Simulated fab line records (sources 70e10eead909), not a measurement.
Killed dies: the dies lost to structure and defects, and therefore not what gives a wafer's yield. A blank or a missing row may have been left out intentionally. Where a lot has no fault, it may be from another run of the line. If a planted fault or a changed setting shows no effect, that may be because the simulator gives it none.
Comparing a struck lot with a sound one | flow nand-harc | 41 steps out of a route of 1302
Sound: the wafers L685.1, L685.5, L685.6. Wafers L691.2, L691.5, L691.6 were the ones struck. The cause is named last.
Order at every step that has rows: each side's tool, ch and its chambers, its first start. Under that, the readings that differ: sound wafers | struck wafers | difference of the means | sigmas: that difference in standard deviations of wafers without a fault.
alike: same words and numbers on both sides, and readings whose means sit less than 2 such deviations apart. not compared: any withheld reading, any reading some wafer has no value for, any bound like >300 that may hide the same value, and any number with overlapping values for which the record gives no deviation.
The two part at a step that has a row with sigmas, a row that says differs or no value, or rows on one side only. When numbers do not overlap yet have no deviation, they are printed without sigmas and do not part them. A reading that every wafer of one side lacks parts them only if that side has two wafers or more.

first, 5 steps without rows for these wafers: NHARC_A_CONTACT_SOFTBAKE_03 (time 55 s); NHARC_A_CONTACT_EBR_04; NHARC_A_CONTACT_EXPOSE_05 (exposes mask A CC); NHARC_A_CONTACT_PEB_06 (peb time 65 s); NHARC_A_CONTACT_DEVELOP_07 (develop time 35 s).
NHARC_A_CONTACT_CD_MEAS_08: the cd target is 200 nm.
  sound on cd-sem-01 ch 0, day 24 02:35; struck on cd-sem-02 ch 0, day 27 21:30
  alike: cd-nm
NHARC_A_CONTACT_OVL_MEAS_09:
  sound on overlay-02 at day 24 02:40; struck on overlay-01 at day 27 21:35
  alike: overlay-x-nm, overlay-y-nm
NHARC_A_CONTACT_INSPECT_10:
  sound on defect-inspect-01 at day 24 02:42; struck on defect-inspect-01 at day 27 21:37
  alike: raw-defect-count
then, 1 step without rows for these wafers: NHARC_A_CONTACT_DESCUM_13 (chemistry O2, time 3 s).
NHARC_A_CONTACT_ETCH_88: etches the open film in CF4, target depth 39 nm, time 65 s.
  sound on rie-diel-03 ch 0,1, day 24 02:51; struck on rie-diel-03 ch 0,1,3, day 27 21:47
  alike: drypump-motor-current-A, oes-product-au, rf-vpp-V, showerhead-plenum-p-Torr, throttle-valve-pct
  not compared: rf-hours-counter-h
then, 2 steps without rows for these wafers: NHARC_A_CONTACT_ETCH_89 (etches the open film in N2/H2, target depth 260 nm, time 475.3 s); NHARC_A_CONTACT_ETCH_30 (etches the open film in CF4/CHF3, target depth 72.6 nm, time 36.3 s).
NHARC_A_CONTACT_ETCH_31: etches the open film in O2/COS, target depth 2800 nm, time 728 s.
  sound on rie-diel-03 ch 0,1,2, day 24 03:28; struck on rie-diel-03 ch 0,2,3, day 27 22:23
  alike: drypump-motor-current-A, oes-product-au, rf-vpp-V, showerhead-plenum-p-Torr, throttle-valve-pct
  not compared: rf-hours-counter-h
then, 4 steps without rows for these wafers: NHARC_A_CONTACT_ETCH_134 (etches the open film in C4F8/O2/Ar, time 140 s, target depth 700 nm); NHARC_A_CONTACT_ETCH_135 (etches the open film in C4F8/O2/Ar, time 311 s, target depth 1912 nm); NHARC_A_CONTACT_ETCH_136 (etches the open film in C4F8/O2/Ar, time 311 s, target depth 1912 nm); NHARC_A_CONTACT_ETCH_137 (etches the open film in C4F8/O2/Ar, time 311 s, target depth 1912 nm).
NHARC_A_CONTACT_ETCH_138: etches the open film in C4F8/O2/Ar, time 311 s, target depth 1914 nm.
  sound on har-cap-etch-02 ch 0,1, day 24 04:53; struck on har-cap-etch-02 ch 0,1, day 27 23:50
  not compared: rf-hours-counter-h
NHARC_A_CONTACT_ETCH_139: etches the open film in C4F8/O2/Ar, time 195 s, target depth 840 nm.
  sound on har-cap-etch-02 ch 0,1, day 24 05:10; struck on har-cap-etch-02 ch 0,1, day 28 00:06
  not compared: rf-hours-counter-h
then, 2 steps without rows for these wafers: NHARC_A_CONTACT_ETCH_92 (etches the open film in CH3F/O2, target depth 40 nm, time 85.7 s); NHARC_A_CONTACT_ETCH_98 (etches the open film in C4F6/O2, target depth 20 nm, time 10 s).
NHARC_A_CONTACT_CD_MEAS_15:
  sound on cd-sem-03 at day 24 05:56; struck on cd-sem-02 at day 28 00:55
  alike: cd-nm
then, 3 steps without rows for these wafers: NHARC_A_CONTACT_STRIP_107 (strips in N2/H2); NHARC_A_CONTACT_STRIP_108 (strips in CF4/CHF3); NHARC_A_CONTACT_STRIP_109 (strips in O2/COS).
NHARC_A_CONTACT_ETCH_110: etches the open film in CF4/O2, target depth 60 nm, overetch 6 nm, time 33 s.
  sound on rie-diel-12 ch 0,1,2, day 24 06:14; struck on rie-diel-12 ch 1,3, day 28 01:14
  alike: drypump-motor-current-A, oes_f_703_au, oes-product-au, rf-vpp-V, showerhead-plenum-p-Torr, throttle-valve-pct
  not compared: rf-hours-counter-h
then, 3 steps without rows for these wafers: NHARC_A_CONTACT_STRIP_26 (strips in O2); NHARC_A_CONTACT_STRIP_27 (strips in post etch residue remover, time 600 s); NHARC_A_CONTACT_ALD_18 (deposits TiN, target thk 3 nm, pulse time 1 s, ald cycles 150).
NHARC_A_CONTACT_CVD_19: deposits W, target thk 300 nm, time 802 s.
  sound on cvd-w-02 ch 0,1; struck on cvd-w-01 ch 0,1
  alike: heater-power-w, mfc-wf6-sccm, throttle-valve-pct
then, 10 steps without rows for these wafers: NHARC_A_CONTACT_CMP_20 (polishes, t overpolish 30 s, target thk 300 nm); NHARC_A_CONTACT_SRD_22; NHARC_A_BLC_DEHYDRATE_00 (time 120 s); NHARC_A_BLC_HMDS_01 (time 30 s); NHARC_A_BLC_COAT_02 (time 75 s); NHARC_A_BLC_COAT_03 (time 65 s); NHARC_A_BLC_COAT_04 (resist thk 90 nm); NHARC_A_BLC_SOFTBAKE_05 (time 55 s); NHARC_A_BLC_EBR_06; NHARC_A_BLC_EXPOSE_07 (exposes mask A BLC, target cd 100 nm).
-- jump in the record: it breaks off in module A_BLC and resumes in module END (first step shown: number 1302 of the route), and 2 days separate the struck wafers' starts before and after --
NHARC_END_SORT_01:
  sound on prober-01 ch 0, day 26 03:16; struck on prober-02 ch 0, day 30 11:23
  reading         | sound    | struck      | difference | sigmas
  killed-at-array | 59 57 74 | 118 137 149 | +71        | +4
  killed-dies     | 68 62 77 | 128 140 150 | +70        | +4
  alike: killed-at-other, killed-at-periphery, killed-open, killed-short

WHERE THEY PART
Only at NHARC_END_SORT_01, within this record.

WHY: the cause the simulator had injected
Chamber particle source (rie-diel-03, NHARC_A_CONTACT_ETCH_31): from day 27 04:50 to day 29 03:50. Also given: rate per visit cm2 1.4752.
